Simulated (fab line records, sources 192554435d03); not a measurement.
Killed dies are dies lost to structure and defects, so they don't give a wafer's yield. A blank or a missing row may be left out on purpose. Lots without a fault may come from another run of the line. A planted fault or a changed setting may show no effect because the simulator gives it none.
fab line records | flow n5_finfet
record lots=24 wafers=72 last_day=20
route steps=1938 shown BEOL_M11@1596 BEOL_M12@1614
lots that met no fault: from a run of the same line without faults
start_h: hours from the record's first day to the start of the lot's first wafer shown | wait_h: hours since the lot's step before | " the same as in the row above | L1.1+2: a row that stands for several wafers | - no value, or no start given | * or withheld: withheld | < > ~ a bound
route shown NAME@n: a module of which the file shows steps, and the number in the route of the first | usual: mean/standard deviation of fault-free wafers | same: alike in all rows | chamber/n: place in a boat | sites: the reading at each site | _std_site: their standard deviation | _edge_site: outer sites' mean less inner sites' | radius_mm: how far each site lies from the wafer's centre | mask NAME#n: copy n | behind: the tool/chamber that last shaped the wafer | hold: why the lot was held/for how many hours/how that ended | device: the transistor (n, p or np) that didn't switch | end of line: the same wafers' tests at the end of the route | a step without rows: its recipe alone | killed: dies lost to structure and defects at the first sort, not the wafer's yield | map: a wafer's dies, x killed, . not, _ none there
set.NAME: the setting as run; set.NAME@STEP: as run at that earlier step | model.NAME: the simulator's own value behind a step, which no gauge read
steps of the route over a sample of lots; a table a step, a row a wafer
services: from which hour (start_h, from the record's first day; less than 0 if before it) a tool's chamber was out of use, for how many hours, and why
## steps
# step N5_BEOL_M11_CMP_52
# recipe stop_on=SiCOH_lowk t_overpolish_s=7 down_force_psi=1 platen_rpm=50 clearing_platen_down_force_psi=1.5 clearing_platen_rpm=50 post_cmp_clean=cu_alkaline target_thk_nm=140 clearing_platen_pad_velocity_m_s=0.99484 pad_velocity_m_s=0.99484
# usual barrier_field_endpoint_s=28.9/0.78 head_pressure_psi=0.9997/0.0022 motor_current_A=6.1/0.45 overpolish_run_s=7.000/0.009 time_to_endpoint_s=65.6/2.5
# columns lot.wafer tool chamber start_h wait_h barrier_field_endpoint_s head_pressure_psi motor_current_A overpolish_run_s time_to_endpoint_s
L074.4 cmp-02 3 249.01 0.2 29.5 0.9996 6.0 6.997 64.8
L074.5 " 2 " " 28.8 1.0016 6.0 6.996 61.9
L074.6 " 3 " " 29.8 0.9987 6.2 7.008 67.8
L075.4 cmp-02 0 251.03 0.1 30.1 1.0019 5.9 6.996 68.1
L075.2 " 2 " " 29.0 0.9991 6.5 6.994 65.3
L075.6 " 1 " " 30.4 0.9986 6.4 6.999 69.9
L076.1 cmp-02 0 259.24 0.3 28.3 0.9962 5.7 7.010 68.0
L076.2 " 1 " " 29.4 1.0010 5.8 6.998 68.6
L076.5 " 0 " " 28.7 1.0016 6.0 7.004 67.2
L079.2 cmp-02 1 265.22 0.2 29.4 0.9988 6.0 7.005 65.9
L079.1 " 2 " " 29.4 1.0031 6.2 7.003 64.2
L079.6 " 0 " " 29.6 1.0005 6.0 6.998 65.5
L077.1 cmp-02 3 278.36 0.3 27.8 0.9986 6.0 7.018 64.3
L077.3 " 1 " " 28.5 0.9983 5.8 7.003 65.6
L077.5 " 3 " " 28.5 0.9971 5.7 6.999 66.1
L078.2 cmp-02 3 285.63 0.3 28.2 0.9984 6.2 7.000 64.2
L078.4 " 0 " " 28.7 1.0041 6.0 6.996 63.8
L078.5 " 1 " " 28.8 0.9993 6.0 7.001 63.6
L081.3 cmp-02 3 292.44 0.2 28.6 0.9992 6.0 7.006 62.0
L081.4 " 0 " " 28.7 0.9996 5.9 7.010 62.6
L081.5 " 3 " " 28.2 0.9957 5.7 7.015 62.4
L080.3 cmp-04 2 297.49 0.2 30.0 0.9982 6.3 6.992 68.8
L080.1 " 3 " " 28.7 0.9963 5.8 7.019 66.2
L080.6 " 2 " " 29.7 0.9998 6.3 6.999 69.9
L082.2 cmp-02 3 301.02 0.2 28.1 1.0019 5.7 6.996 65.4
L082.3 " 1 " " 29.9 0.9999 5.8 7.013 69.1
L082.5 " 0 " " 30.2 1.0004 6.0 7.005 69.0
L083.1 cmp-04 3 302.08 0.3 28.0 1.0014 5.8 7.004 61.8
L083.5 " 1 " " 27.9 0.9980 5.9 6.988 60.8
L083.6 " 2 " " 29.0 0.9960 6.4 7.004 66.1
L084.1 cmp-04 2 304.64 0.3 28.6 1.0012 5.9 6.983 66.0
L084.3 " 0 " " 28.6 1.0010 7.1 6.989 59.9
L084.6 " 3 " " 28.8 1.0035 5.9 7.007 62.0
L085.1 cmp-04 1 306.90 0.3 28.7 0.9938 5.9 7.015 62.6
L085.2 " 2 " " 29.2 0.9982 6.3 7.000 65.5
L085.6 " 3 " " 29.9 1.0000 5.8 6.994 67.5
L086.4 cmp-03 3 326.23 0.2 28.6 0.9986 6.1 6.998 62.6
L086.3 " 0 " " 30.2 0.9957 6.2 7.011 70.2
L086.5 " 2 " " 30.0 1.0009 5.4 6.996 68.5
L087.3 cmp-03 0 332.77 0.2 28.8 0.9997 6.3 6.996 65.8
L087.5 " 0 " " 29.2 0.9983 6.1 6.992 66.7
L087.6 " 1 " " 29.7 1.0009 5.8 6.986 69.3
L090.4 cmp-04 3 336.10 0.1 29.1 0.9990 6.0 7.001 67.4
L090.3 " 0 " " 29.0 0.9983 7.1 6.999 62.9
L090.2 " 1 " " 27.7 0.9974 5.7 6.999 62.5
L088.2 cmp-02 2 340.22 0.3 28.7 1.0034 6.0 7.012 63.8
L088.1 " 3 " " 27.5 0.9991 6.0 6.999 62.3
L088.5 " 0 " " 28.8 1.0015 6.0 7.005 65.9
L089.4 cmp-04 3 340.46 0.1 30.2 0.9981 5.9 6.993 71.2
L089.1 " 0 " " 29.1 1.0038 7.1 6.994 66.0
L089.3 " 2 " " 30.2 0.9995 5.9 7.001 70.4
L092.2 cmp-03 0 347.70 0.3 28.8 1.0041 6.2 7.000 66.2
L092.6 " 1 " " 29.6 0.9981 5.8 7.008 67.9
L092.5 " 2 " " 28.8 1.0032 5.3 6.996 62.7
L091.3 cmp-03 2 353.51 0.2 27.9 0.9986 5.1 6.995 65.3
L091.6 " 2 " " 29.0 0.9984 5.4 7.007 63.8
L091.5 " 3 " " 29.1 1.0034 6.3 6.997 64.9
L093.1 cmp-02 0 360.04 0.3 28.8 0.9962 6.0 6.998 68.3
L093.4 " 1 " " 29.1 0.9978 6.1 6.994 66.4
L093.5 " 3 " " 29.0 0.9986 5.9 6.990 64.1
L095.3 cmp-04 0 367.59 0.2 27.5 0.9989 7.3 6.993 64.1
L095.2 " 2 " " 28.8 0.9984 6.6 7.000 68.6
L095.5 " 0 " " 28.5 1.0008 7.3 6.990 63.8
L094.1 cmp-02 0 367.96 0.4 28.8 0.9989 5.9 7.007 67.1
L094.5 " 1 " " 29.4 0.9970 5.8 6.994 67.5
L094.6 " 2 " " 29.2 0.9989 6.0 6.984 68.1
L096.1 cmp-03 2 393.93 0.3 29.2 0.9987 5.1 6.999 69.5
L096.3 " 0 " " 28.6 0.9998 6.2 6.996 68.1
L096.5 " 1 " " 29.5 0.9969 6.0 7.009 71.1
L097.2 cmp-04 3 429.10 0.2 28.3 1.0001 5.9 7.005 62.1
L097.3 " 0 " " 27.8 1.0009 7.2 7.016 64.5
L097.1 " 2 " " 28.6 0.9989 6.4 6.983 68.0
# step N5_BEOL_M12_INSPECT_12
# recipe mode=adi inspect_instrument=macro
# usual raw_defect_count=2.1/1.4
# columns lot.wafer tool chamber start_h wait_h raw_defect_count
L074.4 defect_inspect-01 - 249.94 0.0 2
L074.5 " - " " 3
L074.6 " - " " 1
L075.2 defect_inspect-02 - 252.13 0.0 4
L075.4 " - " " 0
L075.6 " - " " 2
L076.1 defect_inspect-01 - 260.20 0.0 1
L076.2 " - " " 2
L076.5 " - " " 3
L079.1 defect_inspect-02 - 266.16 0.0 1
L079.2 " - " " 2
L079.6 " - " " 2
L077.1 defect_inspect-02 - 279.33 0.0 2
L077.3 " - " " 3
L077.5 " - " " 3
L078.2 defect_inspect-02 - 286.52 0.0 0
L078.4 " - " " 4
L078.5 " - " " 2
L081.3 defect_inspect-01 - 293.57 0.0 4
L081.4 " - " " 1
L081.5 " - " " 4
L080.1 defect_inspect-02 - 298.64 0.0 1
L080.3 " - " " 4
L080.6 " - " " 1
L082.2 defect_inspect-02 - 302.00 0.0 3
L082.3 " - " " 1
L082.5 " - " " 3
L083.1 defect_inspect-01 - 303.12 0.0 3
L083.5 " - " " 3
L083.6 " - " " 3
L084.1 defect_inspect-01 - 305.80 0.1 1
L084.3 " - " " 4
L084.6 " - " " 1
L085.1 defect_inspect-01 - 307.92 0.0 1
L085.2 " - " " 2
L085.6 " - " " 3
L086.3 defect_inspect-01 - 327.19 0.0 0
L086.4 " - " " 3
L086.5 " - " " 1
L087.3 defect_inspect-01 - 333.75 0.0 1
L087.5 " - " " 2
L087.6 " - " " 0
L090.2 defect_inspect-01 - 337.20 0.0 1
L090.3 " - " " 5
L090.4 " - " " 5
L088.1 defect_inspect-01 - 341.24 0.0 6
L088.2 " - " " 2
L088.5 " - " " 2
L089.1 defect_inspect-01 - 341.43 0.0 2
L089.3 " - " " 1
L089.4 " - " " 4
L092.2 defect_inspect-02 - 348.56 0.0 1
L092.5 " - " " 0
L092.6 " - " " 2
L091.3 defect_inspect-01 - 354.61 0.0 1
L091.5 " - " " 1
L091.6 " - " " 2
L093.1 defect_inspect-01 - 360.94 0.0 3
L093.4 " - " " 2
L093.5 " - " " 0
L095.2 defect_inspect-02 - 368.64 0.0 3
L095.3 " - " " 2
L095.5 " - " " 1
L094.1 defect_inspect-02 - 368.94 0.0 2
L094.5 " - " " 3
L094.6 " - " " 3
L096.1 defect_inspect-02 - 394.87 0.0 2
L096.3 " - " " 2
L096.5 " - " " 3
L097.1 defect_inspect-01 - 430.10 0.0 2
L097.2 " - " " 4
L097.3 " - " " 0
# step N5_BEOL_M12_VIA_ETCH_16
# recipe chemistry=C4F8/O2/Ar target=SiOC pressure_mtorr=30 source_w=3000 bias_w=700 Ar_flow_sccm=400 C4F8_flow_sccm=15 O2_flow_sccm=8 he_inner_torr=15 he_outer_torr=30 target_depth_a=7248 time_s=withheld ion_energy_ev=250 ends=cleared
# usual drypump_motor_current_A=5.7/0.43 oes_product_au=0.73/0.082 rf_vpp_V=666/3.3 showerhead_plenum_p_Torr=3.46/0.11 throttle_valve_pct=24.09/0.16
# columns lot.wafer tool chamber start_h wait_h drypump_motor_current_A oes_product_au rf_vpp_V showerhead_plenum_p_Torr throttle_valve_pct
L074.4 rie_diel-02 0 250.15 0.1 5.3 0.64 664 3.40 24.14
L074.5 " 1 " " 5.7 0.68 663 3.30 24.17
L074.6 " 3 " " 5.7 0.88 667 3.52 23.82
L075.2 rie_diel-02 0 252.25 0.0 5.3 0.63 665 3.40 24.17
L075.4 " 3 " " 5.6 0.87 666 3.52 23.83
L075.6 " 0 " " 5.3 0.63 664 3.40 24.15
L076.1 rie_diel-02 3 260.32 0.0 5.7 0.86 667 3.52 23.82
L076.2 " 0 " " 5.3 0.64 665 3.40 24.16
L076.5 " 0 " " 5.3 0.64 663 3.40 24.16
L079.1 rie_diel-04 1 266.34 0.0 6.4 0.63 669 3.48 24.31
L079.2 " 0 " " 5.7 0.79 670 3.57 23.89
L079.6 " 2 " " 5.8 0.72 663 3.34 24.13
L077.1 rie_diel-02 1 279.45 0.0 5.7 0.67 662 3.29 24.20
L077.3 " 0 " " 5.3 0.63 664 3.40 24.16
L077.5 " 1 " " 5.7 0.67 662 3.29 24.18
L078.2 rie_diel-04 3 286.67 0.0 5.8 0.64 665 3.41 24.21
L078.4 " 2 " " 5.8 0.71 663 3.34 24.14
L078.5 " 0 " " 5.7 0.78 672 3.57 23.89
L081.3 rie_diel-02 1 293.69 0.0 5.6 0.67 662 3.29 24.21
L081.4 " 0 " " 5.3 0.63 664 3.39 24.16
L081.5 " 1 " " 5.7 0.67 662 3.29 24.20
L080.1 rie_diel-01 0 298.76 0.0 4.9 0.63 663 3.39 24.36
L080.3 " 2 " " 6.4 0.74 670 3.61 24.22
L080.6 " 3 " " 4.9 0.73 669 3.57 23.94
L082.2 rie_diel-04 0 302.12 0.0 5.7 0.77 670 3.57 23.90
L082.3 " 2 " " 5.8 0.70 660 3.33 24.15
L082.5 " 2 " " 5.7 0.70 664 3.33 24.16
L083.1 rie_diel-01 0 303.24 0.0 4.9 0.63 664 3.38 24.35
L083.5 " 3 " " 4.9 0.73 670 3.57 23.92
L083.6 " 0 " " 4.9 0.64 663 3.38 24.36
L084.1 rie_diel-01 1 305.92 0.0 5.3 0.81 664 3.33 24.00
L084.3 " 3 " " 4.9 0.73 670 3.57 23.92
L084.6 " 2 " " 6.4 0.74 670 3.61 24.20
L085.1 rie_diel-02 2 308.04 0.0 5.9 0.84 672 3.62 24.20
L085.2 " 0 " " 5.3 0.62 663 3.39 24.18
L085.6 " 3 " " 5.6 0.80 667 3.51 23.84
L086.3 rie_diel-04 2 327.31 0.0 5.8 0.70 662 3.33 24.17
L086.4 " 3 " " 5.8 0.62 664 3.40 24.22
L086.5 " 2 " " 5.7 0.69 662 3.33 24.17
L087.3 rie_diel-04 0 333.86 0.0 5.7 0.76 672 3.56 23.90
L087.5 " 1 " " 6.4 0.88 666 3.48 23.99
L087.6 " 0 " " 5.7 0.75 671 3.56 23.90
L090.2 rie_diel-01 1 337.32 0.0 5.3 0.78 663 3.32 24.00
L090.3 " 3 " " 4.9 0.72 670 3.56 23.95
L090.4 " 0 " " 4.9 0.62 664 3.38 24.37
L088.1 rie_diel-02 3 341.36 0.0 5.7 0.79 666 3.50 23.85
L088.2 " 1 " " 5.7 0.65 661 3.28 24.22
L088.5 " 1 " " 5.7 0.66 661 3.28 24.23
L089.1 rie_diel-01 0 341.67 0.0 4.9 0.63 665 3.38 24.37
L089.3 " 1 " " 5.3 0.80 665 3.32 24.02
L089.4 " 3 " " 4.9 0.72 671 3.56 23.94
L092.2 rie_diel-04 1 348.68 0.0 6.4 0.86 668 3.47 23.99
L092.5 " 1 " " 6.4 0.86 667 3.47 24.00
L092.6 " 0 " " 5.7 0.74 671 3.56 23.92
L091.3 rie_diel-02 2 354.73 0.0 5.9 0.81 672 3.61 24.24
L091.5 " 0 " " 5.3 0.88 664 3.39 23.85
L091.6 " 3 " " 5.7 0.77 669 3.50 23.88
L093.1 rie_diel-04 2 361.06 0.0 5.7 0.68 663 3.32 24.17
L093.4 " 1 " " 6.4 0.83 667 3.47 24.01
L093.5 " 0 " " 5.7 0.74 670 3.56 23.91
L095.2 rie_diel-04 1 368.76 0.0 6.4 0.82 667 3.47 24.02
L095.3 " 0 " " 5.7 0.74 670 3.55 23.92
L095.5 " 1 " " 6.4 0.83 667 3.47 24.03
L094.1 rie_diel-02 2 369.24 0.0 5.9 0.79 670 3.60 24.23
L094.5 " 2 " " 5.9 0.81 669 3.60 24.24
L094.6 " 3 " " 5.7 0.78 667 3.50 23.88
L096.1 rie_diel-01 3 395.30 0.0 4.9 0.70 671 3.55 23.96
L096.3 " 2 " " 6.4 0.71 669 3.59 24.26
L096.5 " 3 " " 4.9 0.70 670 3.55 23.97
L097.1 rie_diel-04 0 430.22 0.0 5.7 0.72 669 3.54 23.96
L097.2 " 3 " " 5.8 0.60 666 3.39 24.28
L097.3 " 1 " " 6.4 0.79 668 3.46 24.04
# step N5_BEOL_M12_STRIP_64
# recipe chemistry=N2/H2 power_w=1000 temp_c=250 h2_frac=0.65 overash_fraction=0.3 pressure_mtorr=withheld n2_flow_sccm=1750 h2_flow_sccm=3250
# usual drypump_motor_current_A=5.7/0.33 h2_flow_sccm=3249/9.7 heater_power_w=317/35 oes_product_au=0.715/0.0045 strip_time_to_endpoint_s=31.32/0.073
# columns lot.wafer tool chamber start_h wait_h drypump_motor_current_A h2_flow_sccm heater_power_w oes_product_au rf_hours_counter_h strip_time_to_endpoint_s
L074.4 plasma_asher-02 0 250.34 0.0 6.1 3256 333 0.713 - 31.43
L074.5 " 0 " " 6.1 3251 322 0.721 - 31.41
L074.6 " 1 " " 5.8 3250 311 0.719 - 31.37
L075.2 plasma_asher-02 0 252.51 0.0 6.2 3246 328 0.709 124 31.41
L075.4 " 0 " " 6.1 3238 337 0.709 - 31.33
L075.6 " 1 " " 5.8 3253 309 0.717 - 31.44
L076.1 plasma_asher-02 1 260.58 0.0 5.8 3246 328 0.715 126 31.35
L076.2 " 0 " " 6.1 3262 334 0.718 126 31.26
L076.5 " 0 " " 6.1 3248 325 0.711 - 31.25
L079.1 plasma_asher-01 1 266.60 0.0 5.7 3250 259 0.718 72 31.42
L079.2 " 0 " " 5.2 3238 364 0.716 72 31.42
L079.6 " 1 " " 5.6 3248 252 0.714 - 31.33
L077.1 plasma_asher-01 0 279.71 0.0 5.2 3249 371 0.716 74 31.26
L077.3 " 0 " " 5.2 3253 368 0.709 - 31.23
L077.5 " 0 " " 5.2 3245 365 0.716 - 31.32
L078.2 plasma_asher-02 0 286.93 0.0 6.1 3244 327 0.711 130 31.41
L078.4 " 0 " " 6.1 3260 327 0.717 - 31.41
L078.5 " 1 " " 5.8 3272 319 0.713 - 31.39
L081.3 plasma_asher-02 0 293.97 0.0 6.2 3254 331 0.706 - 31.34
L081.4 " 1 " " 5.9 3250 311 0.710 - 31.34
L081.5 " 0 " " 6.1 3255 322 0.705 - 31.33
L080.1 plasma_asher-02 1 299.02 0.0 5.8 3265 319 0.718 132 31.50
L080.3 " 1 " " 5.8 3258 313 0.713 - 31.42
L080.6 " 0 " " 6.1 3246 336 0.714 - 31.44
L082.2 plasma_asher-02 0 302.38 0.0 6.1 3240 334 0.719 133 31.36
L082.3 " 1 " " 5.8 3246 319 0.708 - 31.19
L082.5 " 0 " " 6.1 3239 328 0.718 - 31.19
L083.1 plasma_asher-02 0 303.50 0.0 6.1 3247 335 0.712 133 31.35
L083.5 " 1 " " 5.8 3258 317 0.715 - 31.38
L083.6 " 0 " " 6.1 3258 323 0.716 - 31.33
L084.1 plasma_asher-01 0 306.18 0.0 5.2 3241 374 0.715 80 31.33
L084.3 " 1 " " 5.7 3255 265 0.717 - 31.25
L084.6 " 1 " " 5.7 3250 256 0.716 - 31.22
L085.1 plasma_asher-01 1 308.31 0.0 5.7 3241 260 0.712 80 31.27
L085.2 " 0 " " 5.2 3253 354 0.714 80 31.20
L085.6 " 1 " " 5.6 3240 265 0.719 - 31.26
L086.3 plasma_asher-01 0 327.59 0.0 5.2 3258 368 0.711 - 31.30
L086.4 " 1 " " 5.7 3242 258 0.718 - 31.39
L086.5 " 0 " " 5.2 3246 359 0.716 - 31.30
L087.3 plasma_asher-01 1 334.14 0.0 5.6 3249 263 0.723 - 31.42
L087.5 " 0 " " 5.2 3250 365 0.713 - 31.38
L087.6 " 1 " " 5.6 3263 260 0.706 - 31.37
L090.2 plasma_asher-02 0 337.58 0.0 6.1 3251 326 0.722 140 31.41
L090.3 " 0 " " 6.1 3256 333 0.712 - 31.43
L090.4 " 1 " " 5.8 3244 322 0.719 - 31.41
L088.1 plasma_asher-02 1 341.62 0.0 5.8 3235 312 0.719 141 31.24
L088.2 " 0 " " 6.1 3237 329 0.720 141 31.25
L088.5 " 1 " " 5.8 3251 312 0.716 - 31.32
L089.1 plasma_asher-01 0 341.93 0.0 5.2 3261 365 0.720 88 31.40
L089.3 " 0 " " 5.2 3262 366 0.720 - 31.38
L089.4 " 1 " " 5.6 3236 261 0.716 - 31.37
L092.2 plasma_asher-01 0 348.94 0.0 5.2 3229 355 0.707 89 31.22
L092.5 " 1 " " 5.7 3255 260 0.720 - 31.26
L092.6 " 0 " " 5.2 3245 362 0.717 - 31.30
L091.3 plasma_asher-02 1 355.01 0.0 5.8 3249 323 0.718 - 31.36
L091.5 " 1 " " 5.8 3259 319 0.717 - 31.42
L091.6 " 0 " " 6.1 3246 323 0.718 - 31.38
L093.1 plasma_asher-01 1 361.32 0.0 5.6 3257 265 0.715 92 31.34
L093.4 " 0 " " 5.2 3257 356 0.721 - 31.29
L093.5 " 1 " " 5.6 3256 254 0.707 - 31.34
L095.2 plasma_asher-02 1 369.02 0.0 5.8 3260 315 0.723 146 31.35
L095.3 " 0 " " 6.2 3242 325 0.720 - 31.34
L095.5 " 0 " " 6.2 3237 330 0.708 - 31.35
L094.1 plasma_asher-02 1 369.50 0.0 5.8 3239 313 0.718 147 31.32
L094.5 " 1 " " 5.8 3253 322 0.712 - 31.34
L094.6 " 0 " " 6.2 3250 327 0.712 - 31.29
L096.1 plasma_asher-01 1 395.56 0.0 5.7 3252 263 0.709 98 31.28
L096.3 " 1 " " 5.6 3252 253 0.722 - 31.24
L096.5 " 1 " " 5.7 3252 254 0.710 - 31.31
L097.1 plasma_asher-02 0 430.48 0.0 6.1 3252 328 0.713 158 31.20
L097.2 " 1 " " 5.8 3248 309 0.722 158 31.23
L097.3 " 1 " " 5.8 3248 319 0.719 - 31.19
# step N5_BEOL_M12_INSPECT_30
# recipe mode=adi inspect_instrument=macro
# usual raw_defect_count=2.2/1.6
# columns lot.wafer tool chamber start_h wait_h raw_defect_count
L074.4 defect_inspect-02 - 250.97 0.0 2
L074.5 " - " " 4
L074.6 " - " " 8
L075.2 defect_inspect-02 - 253.03 0.0 3
L075.4 " - " " 1
L075.6 " - " " 2
L076.1 defect_inspect-01 - 261.23 0.0 2
L076.2 " - " " 6
L076.5 " - " " 2
L079.1 defect_inspect-01 - 267.13 0.0 3
L079.2 " - " " 4
L079.6 " - " " 2
L077.1 defect_inspect-02 - 280.24 0.0 2
L077.3 " - " " 1
L077.5 " - " " 1
L078.2 defect_inspect-01 - 287.46 0.0 3
L078.4 " - " " 1
L078.5 " - " " 2
L081.3 defect_inspect-01 - 294.60 0.0 1
L081.4 " - " " 7
L081.5 " - " " 3
L080.1 defect_inspect-02 - 299.54 0.0 4
L080.3 " - " " 0
L080.6 " - " " 2
L082.2 defect_inspect-01 - 303.09 0.0 0
L082.3 " - " " 1
L082.5 " - " " 1
L083.1 defect_inspect-01 - 304.15 0.0 3
L083.5 " - " " 1
L083.6 " - " " 1
L084.1 defect_inspect-01 - 306.74 0.0 2
L084.3 " - " " 2
L084.6 " - " " 2
L085.1 defect_inspect-02 - 308.84 0.0 2
L085.2 " - " " 0
L085.6 " - " " 2
L086.3 defect_inspect-01 - 328.09 0.0 1
L086.4 " - " " 1
L086.5 " - " " 1
L087.3 defect_inspect-01 - 334.65 0.0 2
L087.5 " - " " 2
L087.6 " - " " 3
L090.2 defect_inspect-02 - 338.11 0.0 3
L090.3 " - " " 0
L090.4 " - " " 1
L088.1 defect_inspect-01 - 342.15 0.0 3
L088.2 " - " " 3
L088.5 " - " " 3
L089.1 defect_inspect-02 - 342.58 0.0 3
L089.3 " - " " 2
L089.4 " - " " 2
L092.2 defect_inspect-02 - 349.60 0.0 1
L092.5 " - " " 1
L092.6 " - " " 2
L091.3 defect_inspect-01 - 355.52 0.0 2
L091.5 " - " " 2
L091.6 " - " " 2
L093.1 defect_inspect-02 - 361.97 0.0 4
L093.4 " - " " 5
L093.5 " - " " 2
L095.2 defect_inspect-01 - 369.68 0.0 3
L095.3 " - " " 2
L095.5 " - " " 1
L094.1 defect_inspect-01 - 370.02 0.0 3
L094.5 " - " " 1
L094.6 " - " " 5
L096.1 defect_inspect-02 - 396.21 0.0 5
L096.3 " - " " 3
L096.5 " - " " 1
L097.1 defect_inspect-02 - 431.01 0.0 1
L097.2 " - " " 0
L097.3 " - " " 2
# step N5_BEOL_M12_DESCUM_33
# recipe chemistry=O2 time_s=7.9 source_power_w=50 bias_power_w=20 pressure_mtorr=20 rf_frequency_hz=2.712e+07 temp_c=40 o2_flow_sccm=225
# usual drypump_motor_current_A=5.8/0.41 oes_product_au=0.80/0.084 rf_vpp_V=243.5/1.4 showerhead_plenum_p_Torr=2.11/0.078 throttle_valve_pct=20.27/0.16
# columns lot.wafer tool chamber start_h wait_h drypump_motor_current_A oes_product_au rf_hours_counter_h rf_vpp_V showerhead_plenum_p_Torr throttle_valve_pct
L074.4 rie_diel-04 3 251.20 0.2 5.8 0.70 193 242.8 2.06 20.20
L074.5 " 2 " " 5.8 0.79 - 241.1 2.02 20.21
L074.6 " 1 " " 6.4 0.71 - 244.3 2.13 20.48
L075.2 rie_diel-04 3 253.07 0.0 5.8 0.70 194 243.1 2.06 20.18
L075.4 " 0 " " 5.7 0.87 52 245.5 2.21 20.15
L075.6 " 1 " " 6.4 0.71 - 244.1 2.13 20.50
L076.1 rie_diel-04 0 261.39 0.2 5.7 0.87 56 243.1 2.20 20.15
L076.2 " 2 " " 5.7 0.79 103 242.8 2.02 20.21
L076.5 " 2 " " 5.8 0.79 - 241.7 2.02 20.21
L079.1 rie_diel-04 0 267.16 0.0 5.7 0.86 58 244.0 2.20 20.16
L079.2 " 3 " " 5.8 0.71 199 243.3 2.06 20.19
L079.6 " 2 " " 5.8 0.79 - 242.0 2.02 20.21
L077.1 rie_diel-01 3 280.28 0.0 4.9 0.82 87 245.8 2.21 20.25
L077.3 " 0 " " 4.9 0.70 225 242.6 2.08 20.67
L077.5 " 2 " " 6.4 0.84 - 243.3 2.22 20.36
L078.2 rie_diel-04 3 287.49 0.0 5.8 0.70 205 241.4 2.06 20.21
L078.4 " 1 " " 6.4 0.70 248 243.4 2.12 20.48
L078.5 " 1 " " 6.4 0.69 - 243.8 2.12 20.52
L081.3 rie_diel-04 1 294.63 0.0 6.4 0.69 251 243.7 2.12 20.51
L081.4 " 0 " " 5.7 0.85 67 244.7 2.20 20.17
L081.5 " 0 " " 5.7 0.85 - 243.9 2.20 20.17
L080.1 rie_diel-01 0 299.58 0.0 4.9 0.70 231 242.3 2.08 20.68
L080.3 " 1 " " 5.3 0.90 22 241.3 2.06 20.36
L080.6 " 1 " " 5.3 0.90 - 242.2 2.06 20.33
L082.2 rie_diel-02 2 303.15 0.1 5.9 0.96 11 244.7 2.22 20.37
L082.3 " 3 " " 5.6 0.89 25 242.9 2.14 19.92
L082.5 " 2 " " 5.9 0.95 - 245.8 2.22 20.36
L083.1 rie_diel-04 1 304.36 0.2 6.4 0.69 255 245.0 2.12 20.51
L083.5 " 2 " " 5.7 0.78 - 241.5 2.02 20.23
L083.6 " 3 " " 5.8 0.69 - 244.9 2.05 20.21
L084.1 rie_diel-01 2 306.78 0.0 6.4 0.83 87 243.6 2.21 20.39
L084.3 " 3 " " 4.9 0.81 95 244.5 2.20 20.25
L084.6 " 2 " " 6.4 0.83 - 244.3 2.21 20.38
L085.1 rie_diel-04 0 308.87 0.0 5.8 0.85 73 245.5 2.20 20.17
L085.2 " 3 " " 5.8 0.70 214 244.4 2.05 20.22
L085.6 " 0 " " 5.7 0.86 - 245.7 2.20 20.19
L086.3 rie_diel-01 2 328.19 0.1 6.4 0.82 95 245.1 2.21 20.40
L086.4 " 3 " " 4.9 0.81 103 244.5 2.20 20.26
L086.5 " 3 " " 4.9 0.80 - 245.0 2.20 20.27
L087.3 rie_diel-02 0 334.69 0.0 5.3 0.68 249 241.4 2.05 20.33
L087.5 " 1 " " 5.7 0.72 - 243.0 1.99 20.36
L087.6 " 2 " " 5.9 0.92 - 246.0 2.22 20.39
L090.2 rie_diel-01 3 338.50 0.4 4.9 0.80 107 244.8 2.20 20.27
L090.3 " 0 " " 4.9 0.69 245 243.0 2.07 20.69
L090.4 " 1 " " 5.3 0.87 36 242.4 2.05 20.38
L088.1 rie_diel-02 2 342.18 0.0 5.9 0.92 28 244.6 2.22 20.38
L088.2 " 1 " " 5.7 0.73 196 241.2 1.99 20.35
L088.5 " 2 " " 5.9 0.92 - 244.9 2.22 20.40
L089.1 rie_diel-04 3 342.62 0.0 5.8 0.69 228 243.3 2.05 20.24
L089.3 " 2 " " 5.8 0.76 137 241.8 2.01 20.26
L089.4 " 1 " " 6.4 0.96 4 243.9 2.12 20.11
L092.2 rie_diel-04 2 349.63 0.0 5.8 0.76 139 241.8 2.01 20.25
L092.5 " 2 " " 5.7 0.76 - 241.6 2.01 20.27
L092.6 " 0 " " 5.7 0.82 - 243.9 2.19 20.21
L091.3 rie_diel-02 2 355.85 0.3 5.9 0.90 34 246.3 2.21 20.40
L091.5 " 0 " " 5.3 0.97 - 242.8 2.05 19.90
L091.6 " 1 " " 5.6 0.72 - 241.9 1.98 20.37
L093.1 rie_diel-04 3 362.00 0.0 5.8 0.68 231 242.7 2.05 20.25
L093.4 " 1 " " 6.4 0.92 13 243.5 2.11 20.12
L093.5 " 3 " " 5.8 0.68 - 241.9 2.05 20.24
L095.2 rie_diel-04 1 369.71 0.0 6.4 0.93 15 244.3 2.11 20.14
L095.3 " 3 " " 5.8 0.69 233 241.5 2.04 20.25
L095.5 " 2 " " 5.8 0.76 - 241.5 2.01 20.27
L094.1 rie_diel-04 0 370.20 0.2 5.7 0.82 93 244.9 2.19 20.22
L094.5 " 3 " " 5.8 0.69 - 243.0 2.05 20.25
L094.6 " 0 " " 5.7 0.82 - 245.2 2.19 20.22
L096.1 rie_diel-02 3 396.24 0.0 5.6 0.84 58 244.0 2.13 19.94
L096.3 " 1 " " 5.7 0.72 216 242.3 1.98 20.38
L096.5 " 2 " " 5.9 0.88 - 245.1 2.21 20.42
L097.1 rie_diel-04 0 431.09 0.1 5.7 0.79 114 244.8 2.18 20.23
L097.2 " 1 " " 6.4 0.89 36 243.3 2.11 20.16
L097.3 " 2 " " 5.8 0.73 166 242.3 2.00 20.30
## services
# columns tool chamber start_h hours kind
plasma_asher-02 - 278.62 1.7 repair
plasma_asher-01 - 285.22 0.9 repair
cmp-02 - 287.83 1.1 repair
cmp-04 - 290.14 1.1 repair
cmp-02 - 297.46 1.7 repair
rie_diel-02 1 300.39 15.4 repair
cmp-02 - 304.38 24.4 pm
rie_diel-02 3 305.25 2.1 repair
rie_diel-04 1 308.27 2.9 repair
rie_diel-04 0 311.57 9.9 repair
plasma_asher-02 - 323.25 2.8 pm
cmp-02 - 342.36 1.7 repair
rie_diel-04 3 346.23 10.6 repair
cmp-04 - 350.39 1.1 repair
rie_diel-04 - 352.25 0.6 repair
cmp-04 - 371.38 4.0 pm
rie_diel-01 0 371.46 2.1 repair
rie_diel-01 0 383.71 77.6 repair
rie_diel-02 0 389.92 9.1 repair
cmp-02 - 397.05 1.5 repair
plasma_asher-01 - 398.57 2.8 pm
plasma_asher-02 - 415.76 1.4 repair
plasma_asher-01 - 417.11 1.7 repair
plasma_asher-02 - 419.99 2.4 repair
## key
fault none
